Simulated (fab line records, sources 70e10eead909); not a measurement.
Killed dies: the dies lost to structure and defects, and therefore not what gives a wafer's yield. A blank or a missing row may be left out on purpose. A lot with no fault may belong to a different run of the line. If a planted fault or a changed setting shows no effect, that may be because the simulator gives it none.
Chamber matching :: flow nand harc :: NHARC_A_BLC_ETCH_16 on rie diel-12 has 4 sister chambers
The step etches the open film in CF4, target depth 39 nm, time 65 s. 4 wafers are shown with their chamber, then 12 later ones without.

== WAFERS, EACH WITH ITS CHAMBER ==
wafer: L087.5
chamber: 0
showerhead plenum p Torr (Torr): 1.86

wafer: L086.6
chamber: 2
showerhead plenum p Torr (Torr): 1.86

wafer: L091.4
chamber: 1
showerhead plenum p Torr (Torr): 1.89

wafer: L091.6
chamber: 3
showerhead plenum p Torr (Torr): 1.70

== WAFERS WHOSE CHAMBER IS MISSING ==
wafer: L089.1
showerhead plenum p Torr (Torr): 1.70

wafer: L089.2
showerhead plenum p Torr (Torr): 1.86

wafer: L089.4
showerhead plenum p Torr (Torr): 1.89

wafer: L093.1
showerhead plenum p Torr (Torr): 1.89

wafer: L093.3
showerhead plenum p Torr (Torr): 1.85

wafer: L093.6
showerhead plenum p Torr (Torr): 1.70

wafer: L094.1
showerhead plenum p Torr (Torr): 1.70

wafer: L094.3
showerhead plenum p Torr (Torr): 1.88

wafer: L094.4
showerhead plenum p Torr (Torr): 1.86

wafer: L096.2
showerhead plenum p Torr (Torr): 1.86

wafer: L096.4
showerhead plenum p Torr (Torr): 1.85

wafer: L096.6
showerhead plenum p Torr (Torr): 1.70

== WHICH CHAMBER EACH WENT THROUGH ==
wafer: L089.1
from the rows above: 3
in truth: 3

wafer: L089.2
from the rows above: can't be placed: 0 or 2
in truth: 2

wafer: L089.4
from the rows above: 1
in truth: 1

wafer: L093.1
from the rows above: 1
in truth: 1

wafer: L093.3
from the rows above: can't be placed: 0 or 2
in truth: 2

wafer: L093.6
from the rows above: 3
in truth: 3

wafer: L094.1
from the rows above: 3
in truth: 3

wafer: L094.3
from the rows above: can't be placed: 1 or 0 or 2
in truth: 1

wafer: L094.4
from the rows above: can't be placed: 0 or 2
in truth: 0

wafer: L096.2
from the rows above: can't be placed: 0 or 2
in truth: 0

wafer: L096.4
from the rows above: can't be placed: 0 or 2
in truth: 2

wafer: L096.6
from the rows above: 3
in truth: 3
Correct placement for 6 of the 12. These rows do not allow placing 6 (true chamber among the candidates in 6). Placed wrongly: 0.
How it was worked out, from the rows above alone: a wafer's distance from a chamber is the root of the sum, over the readings, of the square of ((its reading less the chamber's mean) divided by the reading's scatter). The wafer belongs to the nearest chamber; if the next one is less than 2 further off, it can't be placed. Each chamber's mean is taken over the wafers shown for it. The scatter: with one shown wafer a chamber, the root of the mean of the squares of how far each hidden wafer lies from its nearest shown one.
